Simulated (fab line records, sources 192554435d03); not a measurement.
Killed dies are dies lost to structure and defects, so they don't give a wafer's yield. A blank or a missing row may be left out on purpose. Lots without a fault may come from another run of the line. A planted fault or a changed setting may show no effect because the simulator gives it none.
fab line records | flow n5_finfet
record lots=6 wafers=18 last_day=16
route steps=1938 shown BEOL_M9@1463 BEOL_M10@1470 PASSIVATION@1936
lots that met no fault: from a run of the same line without faults
start_h: hours from the record's first day to the start of the lot's first wafer shown | wait_h: hours since the lot's step before | " the same as in the row above | L1.1+2: a row that stands for several wafers | - no value, or no start given | * or withheld: withheld | < > ~ a bound
route shown NAME@n: a module of which the file shows steps, and the number in the route of the first | usual: mean/standard deviation of fault-free wafers | same: alike in all rows | chamber/n: place in a boat | sites: the reading at each site | _std_site: their standard deviation | _edge_site: outer sites' mean less inner sites' | radius_mm: how far each site lies from the wafer's centre | mask NAME#n: copy n | behind: the tool/chamber that last shaped the wafer | hold: why the lot was held/for how many hours/how that ended | device: the transistor (n, p or np) that didn't switch | end of line: the same wafers' tests at the end of the route | a step without rows: its recipe alone | killed: dies lost to structure and defects at the first sort, not the wafer's yield | map: a wafer's dies, x killed, . not, _ none there
set.NAME: the setting as run; set.NAME@STEP: as run at that earlier step | model.NAME: the simulator's own value behind a step, which no gauge read
lots at some steps of the route; a table a step, a row a wafer
services: from which hour (start_h, from the record's first day; less than 0 if before it) a tool's chamber was out of use, for how many hours, and why
## steps
# step N5_BEOL_M9_ANNEAL_51
# recipe temp_c=225 time_s=90 ambient=N2
# usual wafer_temp_C_max=226.2/0.33
# columns lot.wafer tool chamber start_h wait_h wafer_temp_C_max
L977.1 rtp_anneal-02 0 226.08 0.2 225.9
L977.3 " 0 " " 226.4
L977.4 " 0 " " 225.9
L978.1 rtp_anneal-02 0 242.92 0.6 225.9
L978.3 " 0 " " 226.1
L978.5 " 0 " " 226.1
L985.1 rtp_anneal-02 0 284.30 0.1 226.2
L985.3 " 0 " " 225.9
L985.5 " 0 " " 225.9
L983.3 rtp_anneal-01 0 287.21 2.1 227.0
L983.4 " 0 " " 226.6
L983.6 " 0 " " 226.2
L993.1 rtp_anneal-01 0 318.33 0.1 226.7
L993.5 " 0 " " 226.3
L993.6 " 0 " " 226.7
L991.1 rtp_anneal-02 0 318.54 0.1 225.8
L991.4 " 0 " " 225.8
L991.5 " 0 " " 225.8
# step N5_BEOL_M9_CMP_52
# recipe stop_on=SiCOH_lowk t_overpolish_s=7 down_force_psi=1 platen_rpm=50 clearing_platen_down_force_psi=1.5 clearing_platen_rpm=50 post_cmp_clean=cu_alkaline target_thk_nm=140 clearing_platen_pad_velocity_m_s=0.99484 pad_velocity_m_s=0.99484
# step N5_BEOL_M9_THK_MEAS_53
# recipe thk_meas_gauge=xrf reads=Cu_of_BEOL_M9_ECD_50
# usual M9_THK=138.1/2.9
# columns lot.wafer tool chamber start_h wait_h M9_THK[nm]
L977.1 film_metro-02 - 226.69 - 138.7
L977.3 " - " " 134.6
L977.4 " - " " 135.6
L978.1 film_metro-02 - 243.51 - 140.1
L978.3 " - " " 136.8
L978.5 " - " " 136.1
L985.1 film_metro-01 - 284.89 - 135.5
L985.3 " - " " 138.6
L985.5 " - " " 135.6
L983.3 film_metro-01 - 287.73 - 140.2
L983.4 " - " " 133.5
L983.6 " - " " 140.1
L993.1 film_metro-01 - 318.92 - 135.0
L993.5 " - " " 140.1
L993.6 " - " " 135.4
L991.1 film_metro-01 - 319.15 - 137.9
L991.4 " - " " 142.3
L991.5 " - " " 142.7
# step N5_BEOL_M9_PRE_CLEAN_55
# recipe gas=NH3 time_s=15 temp_c=withheld rf_power_w=300
# step N5_BEOL_M9_DEP_56
# recipe material=SiCN target_thk_a=150 temp_c=withheld precursor=3MS/NH3 pressure_torr=3 rf_w=202 time_s=26.5
# step N5_BEOL_M9_RS_MEAS_57
# recipe thk_meas_gauge=four-point-probe reads=Cu_of_BEOL_M9_ECD_50+Co_of_BEOL_M9_CVD_78+TaN_of_BEOL_M9_ALD_74
# usual M9_RS=0.150/0.0032
# columns lot.wafer tool chamber start_h wait_h M9_RS[ohm/sq]
L977.1 film_metro-02 - 226.82 0.1 0.149
L977.3 " - " " 0.153
L977.4 " - " " 0.154
L978.1 film_metro-02 - 243.64 0.1 0.147
L978.3 " - " " 0.152
L978.5 " - " " 0.153
L985.1 film_metro-01 - 285.03 0.1 0.153
L985.3 " - " " 0.149
L985.5 " - " " 0.153
L983.3 film_metro-01 - 287.86 0.1 0.146
L983.4 " - " " 0.155
L983.6 " - " " 0.147
L993.1 film_metro-01 - 319.05 0.1 0.153
L993.5 " - " " 0.147
L993.6 " - " " 0.152
L991.1 film_metro-02 - 319.29 0.1 0.150
L991.4 " - " " 0.145
L991.5 " - " " 0.145
# step N5_BEOL_M9_INSPECT_58
# recipe inspect_instrument=darkfield mode=post_dep
# usual raw_defect_count=77/23
# columns lot.wafer tool chamber start_h wait_h raw_defect_count
L977.1 defect_inspect-01 - 226.85 0.0 87
L977.3 " - " " 90
L977.4 " - " " 107
L978.1 defect_inspect-02 - 243.67 0.0 64
L978.3 " - " " 105
L978.5 " - " " 58
L985.1 defect_inspect-01 - 285.05 0.0 121
L985.3 " - " " 88
L985.5 " - " " 69
L983.3 defect_inspect-02 - 287.89 0.0 71
L983.4 " - " " 83
L983.6 " - " " 62
L993.1 defect_inspect-02 - 319.08 0.0 51
L993.5 " - " " 71
L993.6 " - " " 59
L991.1 defect_inspect-02 - 319.31 0.0 57
L991.4 " - " " 68
L991.5 " - " " 66
# step N5_BEOL_M10_ILD_DEP_00
# recipe material=SiCOH_lowk target_thk_a=3085.1 temp_c=300 precursor=DEMS/porogen pressure_torr=5 rf_w=500 time_s=58
# usual heater_power_w=326/48 showerhead_plenum_p_Torr=5.744/0.016 throttle_valve_pct=13.7/0.71
# columns lot.wafer tool chamber start_h wait_h heater_power_w showerhead_plenum_p_Torr throttle_valve_pct
L977.1 pecvd-03 1 226.89 0.0 331 5.762 14.2
L977.3 " 0 " " 379 5.744 13.9
L977.4 " 1 " " 348 5.745 13.9
L978.1 pecvd-03 1 243.71 0.0 331 5.752 14.3
L978.3 " 0 " " 336 5.764 13.8
L978.5 " 2 " " 400 5.726 12.2
L985.1 pecvd-03 1 285.09 0.0 350 5.755 14.3
L985.3 " 0 " " 373 5.764 13.8
L985.5 " 0 " " 388 5.756 13.8
L983.3 pecvd-03 1 287.92 0.0 308 5.759 14.2
L983.4 " 0 " " 336 5.763 13.9
L983.6 " 2 " " 404 5.711 12.6
L993.1 pecvd-03 2 319.12 0.0 406 5.714 12.7
L993.5 " 1 " " 319 5.762 14.2
L993.6 " 0 " " 347 5.743 14.0
L991.1 pecvd-01 0 319.35 0.0 232 5.746 14.5
L991.4 " 2 " " 375 5.714 13.1
L991.5 " 1 " " 281 5.755 12.7
# step N5_BEOL_M10_CURE_71
# recipe temp_c=385 time_s=240 ambient=He/Ar material=SiCOH_lowk
# usual lamp_power_pct=52.31/0.053 wafer_temp_C_max=386.7/0.74
# columns lot.wafer tool chamber start_h wait_h lamp_power_pct wafer_temp_C_max
L977.1 uv_cure-01 0 227.04 0.1 52.23 386.1
L977.3 " 0 " " 52.27 386.2
L977.4 " 0 " " 52.32 386.1
L978.1 uv_cure-02 2 243.80 0.1 52.28 386.7
L978.3 " 2 " " 52.31 386.9
L978.5 " 2 " " 52.34 386.6
L985.1 uv_cure-02 0 285.27 0.2 52.28 385.9
L985.3 " 0 " " 52.22 386.2
L985.5 " 0 " " 52.30 386.3
L983.3 uv_cure-02 1 288.16 0.2 52.33 387.2
L983.4 " 1 " " 52.25 387.6
L983.6 " 1 " " 52.33 388.9
L993.1 uv_cure-02 0 319.19 0.0 52.23 386.1
L993.5 " 0 " " 52.30 386.0
L993.6 " 0 " " 52.32 385.8
L991.1 uv_cure-03 0 319.43 0.0 52.29 386.7
L991.4 " 0 " " 52.30 386.6
L991.5 " 0 " " 52.36 387.6
# step N5_BEOL_M10_THK_MEAS_01
# recipe reads=SiCOH_lowk_of_BEOL_M10_ILD_DEP_00
# usual M10_ILD_THK=268/4.2
# columns lot.wafer tool chamber start_h wait_h M10_ILD_THK[nm]
L977.1 film_metro-02 - 227.55 0.4 270
L977.3 " - " " 272
L977.4 " - " " 272
L978.1 film_metro-01 - 244.31 0.4 267
L978.3 " - " " 260
L978.5 " - " " 267
L985.1 film_metro-01 - 285.78 0.4 273
L985.3 " - " " 269
L985.5 " - " " 273
L983.3 film_metro-01 - 288.53 0.3 269
L983.4 " - " " 273
L983.6 " - " " 273
L993.1 film_metro-02 - 319.71 0.4 267
L993.5 " - " " 272
L993.6 " - " " 272
L991.1 film_metro-01 - 319.94 0.4 263
L991.4 " - " " 265
L991.5 " - " " 270
# step N5_BEOL_M10_PECVD_70
# recipe material=SiO2 target_thk_a=200 temp_c=400 precursor=TEOS/O2 pressure_torr=5.5 rf_w=450 teos_flow_sccm=53.8 gas=O2 flow_sccm=3000 time_s=22.7
# usual heater_power_w=741/72 showerhead_plenum_p_Torr=8.82/0.041 throttle_valve_pct=22.3/1
# columns lot.wafer tool chamber start_h wait_h heater_power_w showerhead_plenum_p_Torr throttle_valve_pct
L977.1 pecvd-01 2 227.59 0.0 698 8.76 20.6
L977.3 " 1 " " 745 8.78 20.4
L977.4 " 1 " " 729 8.78 20.4
L978.1 pecvd-04 2 244.35 0.0 750 8.82 21.8
L978.3 " 0 " " 719 8.85 23.5
L978.5 " 2 " " 769 8.84 21.6
L985.1 pecvd-01 2 285.82 0.0 748 8.75 20.9
L985.3 " 1 " " 778 8.82 20.5
L985.5 " 2 " " 778 8.75 20.9
L983.3 pecvd-04 1 288.56 0.0 771 8.84 22.6
L983.4 " 0 " " 637 8.85 23.5
L983.6 " 1 " " 749 8.82 22.4
L993.1 pecvd-03 1 319.74 0.0 803 8.84 22.8
L993.5 " 0 " " 799 8.83 22.6
L993.6 " 1 " " 792 8.85 22.8
L991.1 pecvd-03 0 320.06 0.1 749 8.82 22.7
L991.4 " 1 " " 789 8.84 22.8
L991.5 " 1 " " 777 8.85 23.0
# step N5_BEOL_M10_HM_DEP_02
# recipe material=TiN target_thk_a=200 temp_c=25 chamber_pressure_pa=0.49996
# usual throttle_valve_pct=29.8/1.1
# columns lot.wafer tool chamber start_h wait_h throttle_valve_pct
L977.1 pvd_sputter-01 - 228.07 0.5 32.0
L977.3 " - " " 31.1
L977.4 " - " " 29.2
L978.1 pvd_sputter-03 - 245.10 0.7 29.3
L978.3 " - " " 29.7
L978.5 " - " " 29.1
L985.1 pvd_sputter-03 - 286.23 0.4 29.0
L985.3 " - " " 30.5
L985.5 " - " " 30.2
L983.3 pvd_sputter-02 - 291.02 2.4 28.3
L983.4 " - " " 30.1
L983.6 " - " " 28.5
L993.1 pvd_sputter-02 - 321.06 1.3 30.1
L993.5 " - " " 30.1
L993.6 " - " " 28.3
L991.1 pvd_sputter-03 - 321.39 1.3 30.2
L991.4 " - " " 29.1
L991.5 " - " " 29.4
# step N5_BEOL_M10_COAT_59
# recipe resist=SOC temp_c=250 time_s=60 spin_rpm=1500 resist_thk_nm=100
# usual chill_plate_temp_C=23.01/0.089 heater_power_total_W=500.5/1.8 plate_temp_C=249.98/0.18
# columns lot.wafer tool chamber start_h wait_h chill_plate_temp_C heater_power_total_W plate_temp_C
L977.1 litho_track-05 0 228.19 0.1 23.12 498.7 250.01
L977.3 " 0 " " 23.08 503.0 250.15
L977.4 " 0 " " 23.13 500.8 250.06
L978.1 litho_track-04 0 245.23 0.1 22.86 498.7 250.05
L978.3 " 0 " " 23.02 500.0 250.06
L978.5 " 0 " " 23.07 500.4 250.06
L985.1 litho_track-05 0 286.36 0.1 23.06 474.0 239.09
L985.3 " 0 " " 23.03 473.6 238.91
L985.5 " 0 " " 23.02 472.7 239.45
L983.3 litho_track-05 0 291.15 0.1 23.07 474.8 239.11
L983.4 " 0 " " 23.08 475.3 239.13
L983.6 " 0 " " 23.09 474.9 238.99
L993.1 litho_track-04 0 321.18 0.1 22.96 503.1 250.17
L993.5 " 0 " " 22.86 498.6 249.99
L993.6 " 0 " " 22.91 499.4 249.94
L991.1 litho_track-03 0 321.51 0.1 22.93 503.1 250.03
L991.4 " 0 " " 22.99 499.0 250.20
L991.5 " 0 " " 23.17 500.4 250.07
# step N5_BEOL_M10_COAT_60
# recipe resist=SiARC temp_c=220 time_s=60 spin_rpm=1500 resist_thk_nm=30
# step N5_PASSIVATION_PROBE_49
# usual defect_limited_yield=90.9/1.6 killed_at_M0_to_M3=34/11 killed_at_M4_up=14/5.7 killed_at_contacts=13/6.5 killed_at_front_end=43/11 killed_at_other=4/3.1 killed_dies=107/19 killed_open=71/14 killed_short=35/7.9 sort_bin_5_function=5.3/1.1 sort_bin_6_memory=3.4/0.74 sort_n_pass=1073/19 sort_yield_pct=90.9/1.6
# same gross_dies=1180 killed_at_back_side=0 sort_bin_4_leakage[%]=0 sort_bin_8_speed[%]=0
# columns lot.wafer tool chamber start_h wait_h defect_limited_yield[%] killed_at_M0_to_M3 killed_at_M4_up killed_at_contacts killed_at_front_end killed_at_other killed_dies killed_open killed_short sort_bin_5_function[%] sort_bin_6_memory[%] sort_n_pass sort_yield_pct[%]
L978.1 prober-02 - 302.72 0.0 89.2 47 27 14 36 4 128 91 37 6.4 4.1 1052 89.2
L978.3 prober-02 - 302.82 0.1 90.0 50 22 17 28 1 118 77 39 5.8 3.9 1062 90.0
L978.5 prober-02 - 302.92 0.2 88.7 71 12 4 46 0 133 88 45 5.4 5.5 1047 88.7
# killed by level:class
L978.1 BEOL_M4:geometric_particle:open=17 BEOL_M0_SAQP:geometric_particle:open=14 MOL_CONTACT_COAG:geometric_particle:open=11 BEOL_M0_SAQP:geometric_particle:short=9 BEOL_M2:geometric_particle:open=9 BEOL_M3:geometric_particle:open=8 STI_FIN_REVEAL:geometric_particle:open=6 DUMMY_GATE:geometric_particle:open=6
L978.3 BEOL_M2:geometric_particle:open=14 MOL_CONTACT_COAG:geometric_particle:open=13 BEOL_M0_SAQP:geometric_particle:short=13 BEOL_M3:geometric_particle:open=8 BEOL_M0_SAQP:geometric_particle:open=7 BEOL_M4:geometric_particle:open=7 FIN_SAQP:geometric_particle:open=5 FIN_SAQP:geometric_particle:short=5
L978.5 BEOL_M0_SAQP:geometric_particle:open=23 BEOL_M2:geometric_particle:open=18 BEOL_M0_SAQP:geometric_particle:short=17 FIN_SAQP:geometric_particle:short=7 STI_FIN_REVEAL:geometric_particle:open=7 BEOL_M3:geometric_particle:open=7 BEOL_M4:geometric_particle:open=7 GATE_CUT:geometric_particle:short=6
## services
# columns tool chamber start_h hours kind
pecvd-03 2 202.38 - clean
pecvd-03 2 202.38 - consumable_replace:showerhead
pecvd-03 2 202.38 29.0 scheduled_down
pecvd-03 2 202.38 29.0 vent_cycle
pecvd-03 - 207.52 4.3 pm
uv_cure-01 - 226.08 0.4 repair
pecvd-04 - 226.86 0.3 repair
pecvd-01 2 240.45 2.1 scheduled_down
rtp_anneal-02 - 255.69 0.6 pm
rtp_anneal-01 - 281.29 5.8 pm
uv_cure-01 - 282.71 22.2 repair
pecvd-04 - 305.06 0.7 repair
pecvd-04 1 311.86 2.0 repair
pecvd-03 2 319.19 5.5 scheduled_down
pecvd-04 2 321.50 4.9 repair
## key
first_sign step=N5_BEOL_M10_COAT_59 reading=plate_temp_C direction=down sigmas=62 usual=* struck=*
effect step=N5_BEOL_M10_COAT_59 reading=heater_power_total_W direction=down sigmas=14 usual=* struck=*
met_at N5_BEOL_M10_COAT_59
struck_wafers L983.3,L983.4,L983.6,L985.1,L985.3,L985.5
onset_between 228.19 286.36
earlier_fault kind=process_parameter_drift tool=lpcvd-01 chamber=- onset_h=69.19 steps=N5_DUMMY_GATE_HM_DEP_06 channel=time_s offset=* shape=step end_h=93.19 acts_in=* stated=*
fault kind=process_parameter_drift tool=litho_track-05 chamber=- onset_h=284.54 steps=N5_BEOL_M10_COAT_59 channel=temp_c offset=* shape=step end_h=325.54 acts_in=* stated=*
